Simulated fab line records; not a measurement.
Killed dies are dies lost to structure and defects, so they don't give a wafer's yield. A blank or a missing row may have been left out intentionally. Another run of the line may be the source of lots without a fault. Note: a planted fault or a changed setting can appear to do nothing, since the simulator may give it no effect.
fab line records	flow n5_finfet
record lots=7	wafers=21
route steps=1938 shown MOL_CONTACT_COAG@531 BEOL_M0_SAQP@634 BEOL_M1@751
start_h: start of the lot's first displayed wafer, in hours after the record's first day	wait_h: hours elapsed since this lot's preceding step	" unchanged from the row above	L1.1+2: several wafers, shown together as one row	- either no value or no given start	* or withheld: withheld	< > ~ a bound
route shown NAME@n: names a module that has steps shown in the file, with the first one's number in the route	usual: average and standard deviation across the fault-free wafers	same: alike in all rows	chamber/n: place in a boat	sites: per-site readings	_std_site: how widely they spread, as a standard deviation	_edge_site: inner sites' mean taken away from outer sites' mean	radius_mm: for every site, how far away it sits from the centre of the wafer	mask NAME#n: copy n	behind: tool/chamber where the wafer was last shaped	hold: reason for holding the lot/hours on hold/outcome of the hold	device: whichever transistor did not switch (one of n, p or np)	end of line: the route-end tests of the same wafers	step lacking rows: just its recipe	killed: count of dies lost to structure and defects at first sort (not the wafer's yield)	map: dies across one wafer; x = killed, . = not, _ = none there
set.NAME: setting as actually run; set.NAME@STEP: the setting as run at that earlier step	model.NAME: the simulator's own value behind a step, which no gauge read
lots with deliberately changed settings; one table per step, one row per wafer
## steps
# step N5_MOL_CONTACT_COAG_ETCH_105
# recipe chemistry=CF4	target=SiARC	target_depth_a=156	mask_material=CAR-EUV	time_s=26	ion_energy_ev=80	pressure_mtorr=40	source_w=545	bias_w=36	Ar_flow_sccm=100	cf4_flow_sccm=100	ends=cleared
# usual etch_rf_on_time_s=25.8/0.42	rf_vpp_V=184.4/1
lot.wafer	tool	chamber	start_h	wait_h	set.bias_w	set.dose_mj@MOL_CONTACT_COAG_EXPOSE_05	etch_rf_on_time_s	rf_vpp_V	model.MOL_CONTACT_COAG.cd_offset_nm
L076.4	rie_diel-02	0	108.67	0.0	36	38.25	25.5	185.7	-0.2
L076.5	"	2	"	"	36	38.25	26.6	183.5	-0.2
L076.6	"	1	"	"	36	38.25	26.2	184.6	-0.4
L077.1	rie_diel-06	3	112.28	0.0	38.5	39.66	24.9	191.3	0.6
L077.2	"	2	"	"	38.5	38.25	25.3	192.4	0
L077.6	"	0	"	"	38.5	38.25	25.5	193.2	-0.2
L084.1	rie_diel-06	1	150.86	0.0	36	40.86	25.5	184.7	1.2
L084.2	"	0	"	"	36	38.25	25.9	183.9	0.2
L084.3	"	3	"	"	36	40.86	25.6	186.8	1.6
L085.3	rie_diel-06	0	162.72	0.0	36	39.7	25.8	183.8	0.8
L085.5	"	2	"	"	33.58	39.7	26.5	176.1	1
L085.6	"	3	"	"	36	38.25	25.6	183.9	0.2
L090.1	rie_diel-05	3	189.96	0.0	36	40.12	26.0	186.5	1
L090.2	"	1	"	"	32.61	40.12	26.8	171.6	1.2
L090.4	"	2	"	"	32.61	40.12	27.3	174.5	1
L093.3	rie_diel-06	3	206.15	0.0	36	38.25	25.7	186.0	-0.2
L093.5	"	3	"	"	36	38.25	25.8	183.8	-0.2
L093.6	"	2	"	"	31.24	38.25	27.4	167.3	0
L097.1	rie_diel-02	3	224.64	0.0	36	38.25	25.5	185.0	0
L097.2	"	0	"	"	39.57	38.25	24.6	197.0	-0.4
L097.5	"	2	"	"	36	38.25	26.5	185.9	-0.2
# step N5_MOL_CONTACT_COAG_ETCH_106
# recipe chemistry=N2/H2	target=SOC	target_depth_a=800	overetch_a=160	mask_material=SiARC	temp_c=40	time_s=120	ion_energy_ev=200	pressure_mtorr=30	source_w=840	bias_w=150	n2_flow_sccm=200	h2_flow_sccm=200
lot.wafer	tool	chamber	start_h	wait_h	set.dose_mj@MOL_CONTACT_COAG_EXPOSE_05	model.MOL_CONTACT_COAG.cd_offset_nm
L076.4+5	rie_diel-02	0,2	108.69	0.0	38.25	0
L076.6	"	1	"	"	38.25	-0.2
L077.1	rie_diel-06	3	112.31	0.0	39.66	1
L077.2	"	2	"	"	38.25	0
L077.6	"	0	"	"	38.25	-0.2
L084.1	rie_diel-06	1	150.88	0.0	40.86	1.2
L084.2	"	0	"	"	38.25	0
L084.3	"	3	"	"	40.86	1.6
L085.3+5	rie_diel-06	0,2	162.75	0.0	39.7	0.8
L085.6	"	3	"	"	38.25	0.2
L090.1+4	rie_diel-05	3,2	189.99	0.0	40.12	1.2
L090.2	"	1	"	"	40.12	1
L093.3	rie_diel-06	3	206.18	0.0	38.25	-0.2
L093.5+6	"	3,2	"	"	38.25	0
L097.1	rie_diel-02	3	224.67	0.0	38.25	0.2
L097.2+5	"	0,2	"	"	38.25	-0.2
# step N5_MOL_CONTACT_COAG_STRIP_107
# recipe chemistry=N2/H2	temp_c=40	n2_flow_sccm=200	h2_flow_sccm=200	rf_frequency_hz=6e+07
# step N5_MOL_CONTACT_COAG_STRIP_108
# recipe chemistry=N2/H2	temp_c=40	n2_flow_sccm=200	h2_flow_sccm=200	rf_frequency_hz=6e+07
# step N5_MOL_CONTACT_COAG_CONTACT_ETCH_14
# recipe chemistry=C4F6/O2	target=SiO2	target_depth_a=275	overetch_a=85	mask_material=SOC	pressure_mtorr=30	source_w=370	bias_w=185	Ar_flow_sccm=300	C4F6_flow_sccm=16	O2_flow_sccm=10	time_s=20	ion_energy_ev=259.6
lot.wafer	tool	chamber	start_h	wait_h	set.dose_mj@MOL_CONTACT_COAG_EXPOSE_05	model.MOL_CONTACT_COAG.cd_offset_nm
L076.4+5	rie_diel-02	0,2	108.79	0.0	38.25	0
L076.6	"	1	"	"	38.25	-0.4
L077.1	rie_diel-06	3	112.41	0.0	39.66	1
L077.2+6	"	2,0	"	"	38.25	0
L084.1	rie_diel-06	1	150.98	0.0	40.86	1
L084.2	"	0	"	"	38.25	0
L084.3	"	3	"	"	40.86	1.6
L085.3	rie_diel-06	0	162.85	0.0	39.7	1
L085.5	"	2	"	"	39.7	0.8
L085.6	"	3	"	"	38.25	0.4
L090.1	rie_diel-05	3	190.09	0.0	40.12	1
L090.2+4	"	1,2	"	"	40.12	1.2
L093.3	rie_diel-06	3	206.28	0.0	38.25	-0.2
L093.5+6	"	3,2	"	"	38.25	0
L097.1	rie_diel-02	3	224.77	0.0	38.25	0.2
L097.2	"	0	"	"	38.25	-0.2
L097.5	"	2	"	"	38.25	-0.4
# step N5_MOL_CONTACT_COAG_VIA_ETCH_117
# recipe chemistry=C4F6/O2	target_depth_a=400	overetch_a=80	mask_material=SOC	target=SiO2	bias_w=455	pressure_mtorr=10	time_s=26	source_w=325	Ar_flow_sccm=300	C4F6_flow_sccm=10	O2_flow_sccm=10	ion_energy_ev=575.3	ends=end_point
# usual rf_vpp_V=1572/33
lot.wafer	tool	chamber	start_h	wait_h	set.bias_w	rf_vpp_V
L076.4	rie_diel-02	3	118.77	0.0	455	1517
L076.5	"	0	"	"	455	1575
L076.6	"	3	"	"	455	1516
L077.1	rie_diel-06	1	123.58	0.0	455	1573
L077.2	"	2	"	"	526.8	1720
L077.6	"	0	"	"	455	1540
L084.1	rie_diel-06	2	163.94	0.0	455	1543
L084.2	"	0	"	"	455	1540
L084.3	"	3	"	"	455	1606
L085.3	rie_diel-05	3	174.72	0.0	455	1567
L085.5	"	2	"	"	504.1	1744
L085.6	"	1	"	"	455	1619
L090.1	rie_diel-02	0	201.70	0.0	455	1572
L090.2	"	1	"	"	455	1570
L090.4	"	3	"	"	455	1516
L093.3	rie_diel-06	1	218.62	0.0	419.6	1477
L093.5	"	2	"	"	455	1543
L093.6	"	1	"	"	419.6	1481
L097.1	rie_diel-06	3	235.75	0.0	423.6	1523
L097.2	"	0	"	"	455	1540
L097.5	"	3	"	"	455	1606
# step N5_BEOL_M0_SAQP_HM_DEP_02
# recipe material=TiN	target_thk_a=120	temp_c=25	chamber_pressure_pa=0.49996
lot.wafer	tool	chamber	start_h	wait_h	set.target_thk_a	model.TiN_of_BEOL_M0_SAQP_HM_DEP_02.thk_nm
L076.4+5	pvd_sputter-01	-	126.16	2.8	120	12.2
L076.6	"	-	"	"	120	12
L077.1	pvd_sputter-01	-	128.14	0.0	120	11.6
L077.2	"	-	"	"	120	11.8
L077.6	"	-	"	"	111.1	11
L084.1	pvd_sputter-03	-	168.97	0.1	120	11.8
L084.2	"	-	"	"	108.7	10.4
L084.3	"	-	"	"	120	11.6
L085.3+5+6	pvd_sputter-03	-	179.34	0.0	120	12
L090.1	pvd_sputter-03	-	208.12	1.9	120	12
L090.2	"	-	"	"	131.6	13
L090.4	"	-	"	"	131.6	13.2
L093.3+5+6	pvd_sputter-02	-	223.82	0.7	120	12
L097.1	pvd_sputter-03	-	242.16	1.8	128.6	12.4
L097.2	"	-	"	"	128.6	12.8
L097.5	"	-	"	"	120	11.8
# step N5_BEOL_M0_SAQP_PECVD_96
# recipe material=a-Si	target_thk_a=450	temp_c=350	precursor=SiH4/He	pressure_torr=3	rf_w=100	time_s=45.2
lot.wafer	tool	chamber	start_h	wait_h	set.time_s	model.a-Si_of_BEOL_M0_SAQP_PECVD_96.thk_nm
L076.4+5	pecvd-02	0	126.35	0.0	45.2	45.6
L076.6	"	1	"	"	45.2	45.8
L077.1	pecvd-02	2	128.30	0.0	45.2	45.4
L077.2	"	0	"	"	45.2	45
L077.6	"	1	"	"	47.27	47.6
L084.1	pecvd-04	1	169.12	0.0	45.2	44.8
L084.2	"	2	"	"	45.2	45
L084.3	"	0	"	"	45.2	44.4
L085.3	pecvd-02	1	179.49	0.0	45.2	45
L085.5	"	0	"	"	45.2	45.8
L085.6	"	1	"	"	45.2	45.4
L090.1	pecvd-04	2	208.27	0.0	39.69	39
L090.2	"	1	"	"	39.69	38.8
L090.4	"	1	"	"	45.2	44.6
L093.3+5	pecvd-01	0,1	224.00	0.0	45.2	45
L093.6	"	0	"	"	45.2	45.6
L097.1	pecvd-02	1	242.33	0.0	45.2	45.2
L097.2	"	2	"	"	39.81	39.6
L097.5	"	2	"	"	39.81	40.4
# step N5_BEOL_M0_SAQP_PECVD_97
# recipe material=SiNx	target_thk_a=230	temp_c=350	precursor=SiH4/NH3/N2	pressure_torr=1.5	rf_w=300	time_s=19.9
# step N5_BEOL_M0_SAQP_PECVD_04
# recipe material=a-Si	target_thk_a=600	temp_c=350	precursor=SiH4/He	pressure_torr=3	rf_w=100	time_s=60.2
# step N5_BEOL_M0_SAQP_ETCH_101
# recipe chemistry=CH3F/O2	target=SiNx	mask_material=SiO2	target_depth_a=299	time_s=42.7	pressure_mtorr=30	source_w=395	bias_w=73	Ar_flow_sccm=150	CH3F_flow_sccm=30	O2_flow_sccm=20	ion_energy_ev=120
# step N5_BEOL_M0_SAQP_ETCH_102
# recipe chemistry=CF4	target=SiO2	target_depth_a=40	ion_energy_ev=350	time_s=4.4	pressure_mtorr=10	icp_w=800	bias_w=400	cf4_flow_sccm=80
# step N5_BEOL_M0_SAQP_MANDREL_ETCH_103
# recipe chemistry=HBr/Cl2	target=a-Si	target_depth_a=450	bt_time_s=10	stop_on=SiCN	mask_material=SiO2	over_etch_frac=0.8	time_s=27	pressure_mtorr=10	icp_w=800	bias_w=75	HBr_flow_sccm=150	Cl2_flow_sccm=80	ends=end_point
# usual oes_product_au=0.688/0.011
lot.wafer	tool	chamber	start_h	wait_h	set.time_s@BEOL_M0_SAQP_PECVD_96	oes_product_au	model.etch.depth_nm
L076.4	rie_si-05	2	128.99	0.0	45.2	0.680	45.52
L076.5	"	1	"	"	45.2	0.694	45.67
L076.6	"	2	"	"	45.2	0.681	45.84
L077.1	rie_si-06	1	132.32	0.0	45.2	0.700	45.48
L077.2	"	0	"	"	45.2	0.691	44.9
L077.6	"	1	"	"	47.27	0.710	47.54
L084.1	rie_si-03	2	171.94	0.0	45.2	0.690	44.87
L084.2	"	0	"	"	45.2	0.674	45.08
L084.3	"	1	"	"	45.2	0.688	44.49
L085.3	rie_si-06	0	182.67	0.0	45.2	0.685	45.04
L085.5	"	1	"	"	45.2	0.693	45.84
L085.6	"	0	"	"	45.2	0.691	45.35
L090.1	rie_si-05	1	210.75	0.0	39.69	0.635	39.06
L090.2	"	0	"	"	39.69	0.630	38.82
L090.4	"	2	"	"	45.2	0.677	44.66
L093.3	rie_si-03	3	226.49	0.0	45.2	0.711	45
L093.5	"	3	"	"	45.2	0.699	45
L093.6	"	0	"	"	45.2	0.679	45.52
L097.1	rie_si-05	1	244.96	0.0	45.2	0.689	45.13
L097.2	"	2	"	"	39.81	0.631	39.68
L097.5	"	2	"	"	39.81	0.629	40.42
# step N5_BEOL_M0_SAQP_RECESS_104
# recipe chemistry=HF/NH3	target=SiO2	target_depth_a=180	afs_cycles=3	temp_c=30	sublimation_temp_c=180	sublimation_time_s=60
# step N5_BEOL_M0_SAQP_COAT_105
# recipe resist=SOC	temp_c=250	time_s=60	spin_rpm=1500	resist_thk_nm=100
# step N5_BEOL_M0_SAQP_RECESS_109
# recipe chemistry=HF/NH3	target=SiO2	target_depth_a=30	afs_cycles=1	temp_c=30	sublimation_temp_c=180	sublimation_time_s=60
# step N5_BEOL_M0_SAQP_SPACER2_ALD_26
# recipe material=SiO2	target_thk_a=150	temp_c=300	ald_precursor_family=BDEAS	ald_co_reactant=O2-plasma	pulse_time_s=1	purge_time_s=2	co_reactant_purge_time_s=2	pressure_torr=2
# step N5_BEOL_M0_SAQP_SPACER2_ETCHBACK_27
# recipe chemistry=CHF3/O2	mode=anisotropic_etchback	target=SiO2	target_depth_a=225	time_s=11.25	pressure_mtorr=30	source_w=650	bias_w=170	Ar_flow_sccm=200	CHF3_flow_sccm=50	O2_flow_sccm=5	ion_energy_ev=200
lot.wafer	tool	chamber	start_h	wait_h	set.time_s@BEOL_M0_SAQP_PECVD_96	model.a-Si_of_BEOL_M0_SAQP_PECVD_96.thk_nm
L076.4+5	rie_diel-03	2,3	131.54	0.3	45.2	43.4
L076.6	"	2	"	"	45.2	43.6
L077.1	rie_diel-01	1	133.71	0.3	45.2	43.2
L077.2	"	0	"	"	45.2	42.8
L077.6	"	0	"	"	47.27	45.4
L084.1	rie_diel-01	1	173.53	0.3	45.2	42.8
L084.2	"	2	"	"	45.2	43
L084.3	"	0	"	"	45.2	42.4
L085.3	rie_diel-01	2	184.96	0.3	45.2	42.8
L085.5	"	1	"	"	45.2	43.6
L085.6	"	2	"	"	45.2	43.2
L090.1	rie_diel-01	2	212.14	0.3	39.69	36.8
L090.2	"	0	"	"	39.69	36.6
L090.4	"	0	"	"	45.2	42.4
L093.3+5	rie_diel-04	3,0	227.98	0.3	45.2	42.8
L093.6	"	1	"	"	45.2	43.4
L097.1	rie_diel-04	3	246.90	0.3	45.2	43
L097.2	"	0	"	"	39.81	37.6
L097.5	"	0	"	"	39.81	38.2
# step N5_BEOL_M1_ILD_DEP_00
# recipe material=SiOC	target_thk_a=790	temp_c=350	precursor=DEMS/O2	pressure_torr=5	rf_w=500	time_s=15.3
lot.wafer	tool	chamber	start_h	wait_h	set.time_s	model.SiOC_of_BEOL_M1_ILD_DEP_00.thk_nm
L076.4	pecvd-04	2	139.41	0.1	15.3	79.2
L076.5	"	1	"	"	15.3	79.6
L076.6	"	0	"	"	15.3	78.2
L077.1	pecvd-03	2	141.23	0.0	15.3	78
L077.2	"	0	"	"	15.3	78.8
L077.6	"	1	"	"	15.3	80.2
L084.1	pecvd-04	1	181.60	0.0	15.3	78.6
L084.2+3	"	0,2	"	"	15.3	78.8
L085.3	pecvd-04	1	195.78	0.1	15.3	80.6
L085.5	"	1	"	"	15.3	81.2
L085.6	"	2	"	"	13.71	72.6
L090.1	pecvd-03	0	221.79	0.0	13.84	70.6
L090.2+4	"	1,2	"	"	15.3	78
L093.3	pecvd-04	1	236.87	0.0	15.3	79
L093.5	"	2	"	"	15.3	78.6
L093.6	"	0	"	"	15.3	79.8
L097.1	pecvd-02	2	255.14	0.0	16.15	83.2
L097.2	"	0	"	"	16.15	83
L097.5	"	0	"	"	16.15	84.8
# step N5_BEOL_M1_THK_MEAS_01
# recipe reads=SiOC_of_BEOL_M1_ILD_DEP_00
# usual M1_ILD_THK=78.9/0.99
lot.wafer	tool	chamber	start_h	wait_h	set.time_s@BEOL_M1_ILD_DEP_00	M1_ILD_THK[nm]
L076.4	film_metro-02	-	139.46	0.0	15.3	79.1
L076.5	"	-	"	"	15.3	79.6
L076.6	"	-	"	"	15.3	78.0
L077.1	film_metro-01	-	141.29	0.0	15.3	78.2
L077.2	"	-	"	"	15.3	78.7
L077.6	"	-	"	"	15.3	80.3
L084.1	film_metro-02	-	181.67	0.0	15.3	78.5
L084.2	"	-	"	"	15.3	78.7
L084.3	"	-	"	"	15.3	78.8
L085.3	film_metro-02	-	195.85	0.1	15.3	80.6
L085.5	"	-	"	"	15.3	81.2
L085.6	"	-	"	"	13.71	72.6
L090.1	film_metro-02	-	221.86	0.0	13.84	70.6
L090.2	"	-	"	"	15.3	78.0
L090.4	"	-	"	"	15.3	78.0
L093.3	film_metro-01	-	236.94	0.1	15.3	79.0
L093.5	"	-	"	"	15.3	78.6
L093.6	"	-	"	"	15.3	79.9
L097.1	film_metro-01	-	255.20	0.0	16.15	83.2
L097.2	"	-	"	"	16.15	83.1
L097.5	"	-	"	"	16.15	84.8
# step N5_BEOL_M1_EXPOSE_08
# recipe mask_id=M1	na=0.33	source_shape=dipole	sigma_inner=0.369	sigma_outer=0.767	polarization=unpolarized	dose_mj=33
lot.wafer	tool	chamber	start_h	wait_h	mask	set.dose_mj
L076.4+5+6	euv_scanner-02	0	139.94	-	M1#0	33
L077.1+6	euv_scanner-02	0	144.18	-	M1#0	31.85
L077.2	"	0	"	"	M1#0	33
L084.1+2+3	euv_scanner-01	0	182.61	-	M1#0	33
L085.3+5+6	euv_scanner-01	0	196.71	-	M1#0	33
L090.1+4	euv_scanner-01	0	223.74	-	M1#0	34.01
L090.2	"	0	"	"	M1#0	33
L093.3	euv_scanner-02	0	237.45	-	M1#0	33
L093.5+6	"	0	"	"	M1#0	30.72
L097.1	euv_scanner-01	0	256.94	-	M1#0	31.31
L097.2+5	"	0	"	"	M1#0	33
# step N5_BEOL_M1_PEB_09
# recipe peb_temp_c=100	peb_time_s=60	resist=CAR-EUV
# step N5_BEOL_M1_DEVELOP_10
# recipe develop_time_s=30	developer=TMAH	resist=CAR-EUV	rinse_liquid=surfactant_rinse	dry=air_spin	dev_temp_c=23
# step N5_BEOL_M1_CD_MEAS_11
# recipe target_cd_nm=17.05	landing_energy_ev=500	detector=se_inlens	polarity=opening
# usual cd_nm=17.09/0.27
lot.wafer	tool	chamber	start_h	wait_h	set.dose_mj@BEOL_M1_EXPOSE_08	cd_nm
L076.4	cd_sem-01	0	140.05	-	33	17.50
L076.5	"	0	"	"	33	17.22
L076.6	"	0	"	"	33	17.04
L077.1	cd_sem-03	0	144.30	-	31.85	16.24
L077.2	"	0	"	"	33	17.17
L077.6	"	0	"	"	31.85	16.66
L084.1	cd_sem-03	0	182.73	-	33	17.65
L084.2	"	0	"	"	33	17.16
L084.3	"	0	"	"	33	17.33
L085.3	cd_sem-02	0	196.83	-	33	17.44
L085.5	"	0	"	"	33	17.57
L085.6	"	0	"	"	33	17.37
L090.1	cd_sem-02	0	223.86	-	34.01	17.67
L090.2	"	0	"	"	33	17.64
L090.4	"	0	"	"	34.01	17.84
L093.3	cd_sem-01	0	237.57	-	33	17.91
L093.5	"	0	"	"	30.72	15.64
L093.6	"	0	"	"	30.72	15.83
L097.1	cd_sem-03	0	257.06	-	31.31	15.58
L097.2	"	0	"	"	33	17.16
L097.5	"	0	"	"	33	16.73
# step N5_BEOL_M1_DESCUM_16
# recipe chemistry=O2	time_s=7	source_power_w=50	bias_power_w=20	pressure_mtorr=20	rf_frequency_hz=2.712e+07	temp_c=40	resist=CAR-EUV	o2_flow_sccm=225
# step N5_BEOL_M1_ETCH_74
# recipe chemistry=N2/H2	target=underlayer	target_depth_a=65	mask_material=CAR-EUV	time_s=5.2	ion_energy_ev=200	pressure_mtorr=30	source_w=840	bias_w=150	n2_flow_sccm=200	h2_flow_sccm=200	ends=cleared
lot.wafer	tool	chamber	start_h	wait_h	set.dose_mj@BEOL_M1_EXPOSE_08	model.BEOL_M1.cd_offset_nm
L076.4+6	rie_diel-04	2,0	140.21	0.0	33	0
L076.5	"	1	"	"	33	0.2
L077.1	rie_diel-04	2	144.46	0.0	31.85	-0.6
L077.2	"	0	"	"	33	0
L077.6	"	1	"	"	31.85	-0.8
L084.1	rie_diel-03	2	182.89	0.0	33	0.2
L084.2+3	"	3,0	"	"	33	0.4
L085.3+5+6	rie_diel-04	0,2,1	196.98	0.0	33	0.4
L090.1+4	rie_diel-01	2,1	224.02	0.0	34.01	1
L090.2	"	0	"	"	33	0.4
L093.3	rie_diel-03	2	237.72	0.0	33	0.2
L093.5+6	"	1,2	"	"	30.72	-1.4
L097.1	rie_diel-04	0	257.38	0.0	31.31	-1.4
L097.2+5	"	2	"	"	33	0
# step N5_BEOL_M1_ETCH_63
# recipe chemistry=CF4	target=SiARC	target_depth_a=156	mask_material=CAR-EUV	time_s=26	ion_energy_ev=80	pressure_mtorr=40	source_w=545	bias_w=36	Ar_flow_sccm=100	cf4_flow_sccm=100	ends=cleared
lot.wafer	tool	chamber	start_h	wait_h	set.dose_mj@BEOL_M1_EXPOSE_08	model.BEOL_M1.cd_offset_nm
L076.4+5	rie_diel-04	2,1	140.23	0.0	33	0.2
L076.6	"	0	"	"	33	0
L077.1	rie_diel-04	2	144.48	0.0	31.85	-0.4
L077.2	"	0	"	"	33	0
L077.6	"	1	"	"	31.85	-0.8
L084.1	rie_diel-03	2	182.91	0.0	33	0.2
L084.2+3	"	3,0	"	"	33	0.4
L085.3+5	rie_diel-04	0,2	197.00	0.0	33	0.4
L085.6	"	1	"	"	33	0.6
L090.1+4	rie_diel-01	2,1	224.04	0.0	34.01	1
L090.2	"	0	"	"	33	0.4
L093.3	rie_diel-03	2	237.74	0.0	33	0.2
L093.5+6	"	1,2	"	"	30.72	-1.4
L097.1	rie_diel-04	0	257.40	0.0	31.31	-1.4
L097.2+5	"	2	"	"	33	0
## key
split step=N5_MOL_CONTACT_COAG_ETCH_105	setting=bias_w	stated=36	by=wafer
response step=N5_MOL_CONTACT_COAG_ETCH_105	reading=etch_rf_on_time_s	change=*	per=1%	r=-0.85
response step=N5_MOL_CONTACT_COAG_ETCH_105	reading=rf_vpp_V	change=+1.29	per=1%	r=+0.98
split step=N5_MOL_CONTACT_COAG_VIA_ETCH_117	setting=bias_w	stated=455	by=wafer
response step=N5_MOL_CONTACT_COAG_VIA_ETCH_117	reading=rf_vpp_V	change=+10.7	per=1%	r=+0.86
split step=N5_BEOL_M0_SAQP_HM_DEP_02	setting=target_thk_a	stated=120	by=wafer
response step=N5_BEOL_M0_SAQP_HM_DEP_02	reading=model.TiN_of_BEOL_M0_SAQP_HM_DEP_02.thk_nm	change=+0.117	per=1%	r=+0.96
split step=N5_BEOL_M0_SAQP_PECVD_96	setting=time_s	stated=45.2	by=wafer
response step=N5_BEOL_M0_SAQP_PECVD_96	reading=model.a-Si_of_BEOL_M0_SAQP_PECVD_96.thk_nm	change=+0.457	per=1%	r=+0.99
response step=N5_BEOL_M0_SAQP_MANDREL_ETCH_103	reading=oes_product_au	change=+0.00421	per=1%	r=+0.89
response step=N5_BEOL_M0_SAQP_MANDREL_ETCH_103	reading=model.etch.depth_nm	change=+0.453	per=1%	r=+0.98
response step=N5_BEOL_M0_SAQP_SPACER2_ETCHBACK_27	reading=model.a-Si_of_BEOL_M0_SAQP_PECVD_96.thk_nm	change=+0.453	per=1%	r=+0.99
split step=N5_BEOL_M1_ILD_DEP_00	setting=time_s	stated=15.3	by=wafer
response step=N5_BEOL_M1_ILD_DEP_00	reading=model.SiOC_of_BEOL_M1_ILD_DEP_00.thk_nm	change=+0.788	per=1%	r=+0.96
response step=N5_BEOL_M1_THK_MEAS_01	reading=M1_ILD_THK	change=+0.788	per=1%	r=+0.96
split step=N5_BEOL_M1_EXPOSE_08	setting=dose_mj	stated=33	by=wafer
response step=N5_BEOL_M1_CD_MEAS_11	reading=cd_nm	change=+0.261	per=1%	r=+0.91
response step=N5_BEOL_M1_ETCH_74	reading=model.BEOL_M1.cd_offset_nm	change=+0.236	per=1%	r=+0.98
response step=N5_BEOL_M1_ETCH_63	reading=model.BEOL_M1.cd_offset_nm	change=+0.232	per=1%	r=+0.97
split outside_this_file step=N5_MOL_CONTACT_COAG_EXPOSE_05 setting=dose_mj
# split outside_this_file: this setting was split too, and the file shows its column; the key of that split is in another file
